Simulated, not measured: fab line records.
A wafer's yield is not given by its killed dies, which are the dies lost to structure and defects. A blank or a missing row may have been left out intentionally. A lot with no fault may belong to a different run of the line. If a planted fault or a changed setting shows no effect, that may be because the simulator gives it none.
Which tool did it?	flow nand harc	72 wafers from 24 lots sampled at 6 of the route's 1302 steps

WHAT EACH GAUGE READ, for each wafer
NHARC_A_M0_INSPECT_11. Usual: raw defect count reads 84 (standard deviation 34).
lot	measured	on	raw defect count	flag
L074	day 21 16:51	defect inspect-02	79 77 73	
L075	day 22 21:00	defect inspect-02	86 105 103	
L077	day 23 12:25	defect inspect-01	75 68 69	
L076	day 23 12:42	defect inspect-01	118 104 101	
L078	day 24 16:07	defect inspect-01	107 115 112	
L079	day 24 19:26	defect inspect-01	111 129 124	
L080	day 25 04:24	defect inspect-02	58 57 64	
L081	day 25 10:10	defect inspect-02	71 90 77	
L082	day 25 13:22	defect inspect-02	93 121 81	
L083	day 26 02:42	defect inspect-02	74 85 68	
L085	day 26 15:08	defect inspect-02	93 82 75	
L084	day 26 17:05	defect inspect-01	55 87 56	
L086	day 27 12:18	defect inspect-01	91 90 80	
L087	day 27 13:46	defect inspect-01	145 155 129	
L089	day 28 21:26	defect inspect-01	69 79 77	
L088	day 29 00:00	defect inspect-02	121 116 99	
L090	day 29 08:39	defect inspect-01	167 147 161	
L091	day 29 09:11	defect inspect-01	71 75 69	
L092	day 29 14:31	defect inspect-01	26 22 27	
L093	day 30 13:04	defect inspect-01	116 128 107	
L094	day 30 15:38	defect inspect-01	41 34 33	
L095	day 31 11:56	defect inspect-02	55 48 39	
L096	day 31 15:05	defect inspect-02	59 68 67	
L097	day 31 18:37	defect inspect-02	10 24 13	

NHARC_A_M0_THK_MEAS_24: measures by xrf. Usual: thk nm reads 114.1 nm (standard deviation 1.5).
lot	measured	on	thk nm (nm)	flag
L074	day 21 19:13	film metro-02	115.8 114.7 115.4	
L075	day 22 23:23	film metro-02	114.9 113.0 114.0	
L077	day 23 14:48	film metro-02	114.3 115.1 113.8	
L076	day 23 15:32	film metro-01	111.7 113.1 110.5	
L078	day 24 18:32	film metro-01	116.0 114.8 117.4	
L079	day 24 21:49	film metro-01	117.9 116.1 115.3	
L080	day 25 06:47	film metro-02	113.1 115.3 113.2	
L081	day 25 12:39	film metro-01	114.8 114.3 114.4	
L082	day 25 15:53	film metro-02	114.2 116.0 112.7	
L083	day 26 05:05	film metro-02	112.8 114.7 114.3	
L085	day 26 17:32	film metro-02	112.5 113.9 113.5	
L084	day 26 19:28	film metro-02	111.5 112.8 113.6	
L086	day 27 14:41	film metro-02	115.1 114.8 116.3	
L087	day 27 16:10	film metro-02	115.2 116.0 117.9	
L089	day 28 23:48	film metro-01	112.2 114.0 113.5	
L088	day 29 02:23	film metro-01	114.0 114.4 113.8	
L090	day 29 11:01	film metro-02	115.1 114.9 115.2	
L091	day 29 11:35	film metro-02	114.7 111.6 113.5	
L092	day 29 16:57	film metro-02	112.0 113.8 113.8	
L093	day 30 15:32	film metro-02	111.1 111.8 112.1	
L094	day 30 18:03	film metro-02	113.0 113.7 110.0	
L095	day 31 14:19	film metro-02	113.1 115.7 114.3	
L096	day 31 17:28	film metro-02	114.4 113.4 114.9	
L097	day 31 20:59	film metro-02	112.7 113.6 116.0	

NHARC_A_M1_OVL_MEAS_10: pitch 240 nm. Usual: overlay x nm 0.1 nm, standard deviation 0.8; overlay y nm 0.1 nm, standard deviation 0.75.
lot	measured	on	overlay x nm (nm)	overlay y nm (nm)	flag
L074	day 21 20:52	overlay-02	-0.1 -1.0 -0.4	0.8 0.5 0.3	
L075	day 23 00:53	overlay-01	-1.5 -1.5 -1.6	1.8 1.7 1.7	
L077	day 23 16:26	overlay-01	1.2 1.4 2.1	0.7 -0.1 0.3	
L076	day 23 17:10	overlay-02	1.4 0.5 0.4	-1.0 -0.7 -0.4	
L078	day 24 20:10	overlay-02	0.0 0.0 0.1	0.8 1.2 0.6	
L079	day 24 23:19	overlay-01	0.9 0.5 1.4	-1.0 -1.2 -1.4	
L080	day 25 08:18	overlay-01	-0.9 -0.2 -0.1	0.5 0.6 0.5	
L081	day 25 14:18	overlay-02	-0.7 -0.3 -0.5	-1.0 -1.5 -0.5	
L082	day 25 17:29	overlay-01	0.9 0.6 0.4	-1.1 -0.7 -0.9	
L083	day 26 06:35	overlay-01	-0.6 -1.0 -0.5	-0.3 -0.6 -0.3	
L085	day 26 19:09	overlay-02	-0.3 -0.6 -0.3	0.7 0.5 0.7	
L084	day 26 21:07	overlay-02	1.0 1.0 0.8	0.3 0.1 0.0	
L086	day 27 16:20	overlay-02	0.7 0.6 0.4	0.7 0.7 1.2	
L087	day 27 17:41	overlay-02	0.6 -0.2 -0.2	0.6 1.2 0.1	
L089	day 29 01:19	overlay-02	0.5 0.4 0.8	-0.4 -0.1 -0.1	
L088	day 29 04:01	overlay-01	0.3 -0.2 -0.3	0.0 -0.6 -0.5	
L090	day 29 12:40	overlay-02	-2.1 -2.3 -2.2	0.4 0.5 0.6	
L091	day 29 13:14	overlay-02	-0.6 -0.2 0.6	0.2 0.4 0.3	
L092	day 29 18:35	overlay-02	0.8 0.9 0.3	-0.3 -1.0 -0.2	
L093	day 30 17:10	overlay-02	0.7 0.9 0.2	-0.4 0.1 0.0	
L094	day 30 19:40	overlay-02	-0.3 0.2 0.0	-0.8 -0.1 -0.5	
L095	day 31 16:05	overlay-01	0.2 0.2 -0.1	-0.5 -0.6 0.3	
L096	day 31 19:05	overlay-02	-0.5 -1.0 -0.2	-0.1 0.9 0.4	
L097	day 31 22:46	overlay-01	0.1 0.4 -0.2	1.0 1.1 1.1	

NHARC_A_M1_INSPECT_27. Usual: raw defect count reads 536 (standard deviation 110).
lot	measured	on	raw defect count	flag
L074	day 21 23:37	defect inspect-02	498 581 501	
L075	day 23 03:34	defect inspect-02	604 450 507	
L077	day 23 19:07	defect inspect-02	607 818 580	
L076	day 23 19:52	defect inspect-02	407 350 573	
L078	day 24 22:49	defect inspect-01	318 347 409	
L079	day 25 01:59	defect inspect-01	696 655 692	
L080	day 25 10:59	defect inspect-01	537 622 592	
L081	day 25 16:58	defect inspect-02	671 734 858	
L082	day 25 20:14	defect inspect-01	557 517 579	
L083	day 26 09:17	defect inspect-01	561 602 394	
L085	day 26 21:49	defect inspect-02	572 562 576	
L084	day 26 23:47	defect inspect-01	482 516 547	
L086	day 27 19:02	defect inspect-02	517 475 643	
L087	day 27 20:22	defect inspect-02	481 528 363	
L089	day 29 04:04	defect inspect-01	398 543 704	
L088	day 29 06:44	defect inspect-01	586 661 569	
L090	day 29 15:24	defect inspect-02	631 605 561	
L091	day 29 15:59	defect inspect-02	580 467 474	
L092	day 29 21:18	defect inspect-02	688 474 595	
L093	day 30 19:51	defect inspect-01	637 609 669	
L094	day 30 22:20	defect inspect-02	619 653 553	
L095	day 31 18:48	defect inspect-01	613 567 364	
L096	day 31 21:45	defect inspect-02	442 425 409	
L097	day 32 01:27	defect inspect-02	488 367 320	

NHARC_A_BONDPAD_CD_MEAS_09: the cd target is 500 nm. Usual: cd nm reads 499.9 nm (standard deviation 1.3).
lot	measured	on	cd nm (nm)	flag
L074	day 22 01:32	cd sem-01	500.1 500.5 499.2	
L075	day 23 05:30	cd sem-01	500.7 498.6 498.9	
L077	day 23 20:56	cd sem-02	499.6 499.9 501.0	
L076	day 23 22:00	cd sem-02	500.3 500.1 498.5	
L078	day 25 00:37	cd sem-03	502.4 500.1 499.9	
L079	day 25 03:47	cd sem-02	501.5 499.1 500.9	
L080	day 25 12:58	cd sem-02	501.5 498.9 500.2	
L081	day 25 18:53	cd sem-01	500.2 500.8 499.2	
L082	day 25 22:19	cd sem-02	501.8 500.8 497.9	
L083	day 26 11:14	cd sem-02	499.2 500.4 502.2	
L085	day 26 23:38	cd sem-02	501.0 497.5 500.5	
L084	day 27 01:43	cd sem-03	499.3 499.4 497.9	
L086	day 27 20:50	cd sem-02	498.1 498.7 499.5	
L087	day 27 22:10	cd sem-03	498.8 498.6 501.9	
L089	day 29 05:58	cd sem-02	497.1 499.1 498.6	
L088	day 29 08:40	cd sem-02	502.8 501.9 499.0	
L090	day 29 17:20	cd sem-02	498.5 496.9 498.2	
L091	day 29 17:55	cd sem-02	500.2 501.4 501.7	
L092	day 29 23:13	cd sem-02	496.6 498.0 496.7	
L093	day 30 21:46	cd sem-02	500.9 500.1 500.1	
L094	day 31 00:08	cd sem-03	499.5 499.5 498.6	
L095	day 31 20:54	cd sem-01	499.0 498.7 499.4	
L096	day 31 23:41	cd sem-02	499.2 499.4 498.3	
L097	day 32 03:32	cd sem-01	500.9 500.3 499.3	

TOOL THAT RAN EACH LOT (tool first, then ch and the chambers of the sampled wafers, then the start)
lot	NHARC_A_M1_ANNEAL_31
L074	rtp anneal-02 ch 0, day 21 22:47
L075	rtp anneal-01 ch 0, day 23 02:44
L077	rtp anneal-01 ch 0, day 23 18:27
L076	rtp anneal-01 ch 0, day 23 19:01
L078	rtp anneal-02 ch 0, day 24 22:01
L079	rtp anneal-01 ch 0, day 25 01:10
L080	rtp anneal-02 ch 0, day 25 10:13
L081	rtp anneal-01 ch 0, day 25 16:12
L082	rtp anneal-01 ch 0, day 25 19:31
L083	rtp anneal-01 ch 0, day 26 08:34
L085	rtp anneal-02 ch 0, day 26 21:01
L084	rtp anneal-02 ch 0, day 26 22:58
L086	rtp anneal-02 ch 0, day 27 18:17
L087	rtp anneal-02 ch 0, day 27 19:34
L089	rtp anneal-02 ch 0, day 29 03:14
L088	rtp anneal-01 ch 0, day 29 05:55
L090	rtp anneal-01 ch 0, day 29 14:34
L091	rtp anneal-02 ch 0, day 29 15:09
L092	rtp anneal-02 ch 0, day 29 20:32
L093	rtp anneal-02 ch 0, day 30 19:02
L094	rtp anneal-02 ch 0, day 30 21:31
L095	rtp anneal-01 ch 0, day 31 18:02
L096	rtp anneal-02 ch 0, day 31 20:59
L097	rtp anneal-01 ch 0, day 32 00:41
- NHARC_A_M1_ANNEAL_31: time 90 s.

AS READ BY THE TOOLS THEMSELVES (means over the sampled wafers that have a number; for cases with no such wafer, the mark the record gives instead)
NHARC_A_M1_ANNEAL_31. Usual: wafer_temp_C_max reads 226.01 (standard deviation 0.28).
lot	tool	wafer_temp_C_max	flag
L074	rtp anneal-02	225.83	
L075	rtp anneal-01	225.80	
L077	rtp anneal-01	225.91	
L076	rtp anneal-01	225.83	
L078	rtp anneal-02	226.15	
L079	rtp anneal-01	225.70	
L080	rtp anneal-02	225.95	
L081	rtp anneal-01	225.94	
L082	rtp anneal-01	226.19	
L083	rtp anneal-01	226.20	
L085	rtp anneal-02	226.02	
L084	rtp anneal-02	226.17	
L086	rtp anneal-02	225.96	
L087	rtp anneal-02	226.20	
L089	rtp anneal-02	226.14	
L088	rtp anneal-01	226.09	
L090	rtp anneal-01	225.90	
L091	rtp anneal-02	225.85	
L092	rtp anneal-02	226.29	
L093	rtp anneal-02	226.03	
L094	rtp anneal-02	226.10	
L095	rtp anneal-01	225.99	
L096	rtp anneal-02	226.07	
L097	rtp anneal-01	225.71	

THE ANSWER, worked out from the rows above alone
Rule: a lot counts as off when the mean over its wafers that have a number is more than 3 standard deviations away from the usual mean. A lot without any number at a reading at which 4 lots or more have one is off too. Where the step has rows for the other lots, those lots are counted as sound. After the gauges, taken in route order, come the tools' own readings; for these a lot's mean is taken, as printed above. At the first step where some lot is off, the reading lying furthest off is the one used; lots without a number count as furthest.
No lot is off on any of the readings shown, so nothing can be concluded from this.

WHAT HAD BEEN PUT IN BY THE SIMULATOR
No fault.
